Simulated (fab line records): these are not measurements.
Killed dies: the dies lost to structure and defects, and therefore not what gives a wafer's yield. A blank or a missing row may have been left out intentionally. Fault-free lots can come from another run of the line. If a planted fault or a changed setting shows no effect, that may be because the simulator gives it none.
Comparing a struck lot with a sound one + flow nand harc + 14 steps out of a route of 1159
Sound: these wafers, L225.1, L225.2, L225.5. Struck: wafer L216.3. (L216.2, L216.4 of the same lot were not struck and are left out.) The cause comes at the end.
Each step with rows lists, per side, the tool, then ch with its chambers, then its first start. Under that, the readings that differ: sound wafers + struck wafers + difference of the means + sigmas: that difference in standard deviations of wafers without a fault.
alike: a reading whose means differ by less than 2 such deviations, as well as words and numbers matching on both sides. not compared: withheld readings; readings where some wafer has no value; bounds like >300 that might hide an equal value; numbers whose values overlap and for which the record gives no deviation.
The two part at a step that has a row with sigmas, a row that says differs or no value, or rows on one side only. Numbers that have no deviation but don't overlap get no sigmas and don't part them. A reading missing from all wafers of one side parts the sides only when that side holds two or more wafers.

first, 1 step without rows for these wafers: NHARC_A_STAIRCASE_DESCUM_291 (chemistry O2, time 3 s).
NHARC_A_STAIRCASE_ETCH_292: etches the open film in CF4/CHF3.
  sound on rie diel-02 ch 0,3, day 16 07:56; struck on rie diel-02 ch 3, day 13 19:23
| reading               | sound             | struck | difference | sigmas |
|-----------------------|-------------------|--------|------------|--------|
| oes product au (a.u.) | 0.943 0.932 0.939 | 0.984  | +0.046     | +2     |
  alike: chamber pressure mTorr, chf3 flow sccm, drypump motor current A, rf vpp V, showerhead plenum p Torr, throttle valve pct
  not compared: rf hours counter h
NHARC_A_STAIRCASE_HM_OPEN_460: chemistry O2/COS.
  sound on rie diel-02 ch 0,2,3; struck on rie diel-02 ch 1
  alike: chamber pressure mTorr, drypump motor current A, oes product au, rf vpp V, showerhead plenum p Torr, throttle valve pct
  not compared: rf hours counter h
then, 1 step without rows for these wafers: NHARC_A_STAIRCASE_STRIP_461 (strips in O2/COS).
NHARC_A_STAIRCASE_ETCH_452: etches the open film in CF4/O2, target depth 30 nm, overetch 3 nm, time 16.5 s.
  sound on rie diel-02 ch 0,1,3; struck on rie diel-02 ch 1
  alike: chamber pressure mTorr, drypump motor current A, oes_ar_750_au, oes product au, rf vpp V, showerhead plenum p Torr, throttle valve pct
  not compared: rf hours counter h
NHARC_A_STAIRCASE_ETCH_294: etches the open film in C4F8/O2/Ar, target depth 4992 nm, time 1212.4 s.
  sound on rie diel-02 ch 0,2; struck on rie diel-02 ch 2
  alike: chamber pressure mTorr, oes product au, rf vpp V
  not compared: rf hours counter h
then, 4 steps without rows for these wafers: NHARC_A_STAIRCASE_STRIP_295 (strips in O2); NHARC_A_STAIRCASE_STRIP_296 (strips in SPM, time 900 s); NHARC_A_STAIRCASE_PRECLEAN_297 (cleans in SC1); NHARC_A_STAIRCASE_SRD_298.
NHARC_A_STAIRCASE_HM_DEP_462: deposits aC, target thk 800 nm.
  sound on acl dep-03 ch 0, day 16 10:34; struck on acl dep-01 ch 0, day 13 22:44
  alike: throttle valve pct
NHARC_A_STAIRCASE_DEP_301: deposits SiON, target thk 30 nm.
  sound on pecvd-03 ch 0,1,2, day 16 12:25; struck on pecvd-03 ch 0, day 14 00:16
| reading              | sound             | struck | difference | sigmas      |
|----------------------|-------------------|--------|------------|-------------|
| rf fwd power W (W)   | 349.1 346.5 348.0 | 208.9  | -139.0     | -99 or more |
| showerhead vpp V (V) | 1168 1055 1154    | 893    | -233       | -6          |
  alike: heater power w
then, 1 step without rows for these wafers: NHARC_A_STAIRCASE_DEHYDRATE_302 (time 120 s).
-- break in the record here, with 7 days between the starts of the struck wafers on either side (left off in module A_STAIRCASE, picked up again in module END, where the first step shown is number 1159 on the route) --
NHARC_END_SORT_01:
  sound on prober-02 ch 0, day 23 23:29; struck on prober-01 ch 0, day 21 05:30
| reading      | sound | struck | difference | sigmas |
|--------------|-------|--------|------------|--------|
| killed short | 5 3 4 | 1      | -3         | -2     |
  alike: killed at array, killed at other, killed at periphery, killed dies, killed open

WHERE THEY PART
Last at NHARC_END_SORT_01 as far as this record goes, first at NHARC_A_STAIRCASE_ETCH_292.

WHY: the cause the simulator had injected
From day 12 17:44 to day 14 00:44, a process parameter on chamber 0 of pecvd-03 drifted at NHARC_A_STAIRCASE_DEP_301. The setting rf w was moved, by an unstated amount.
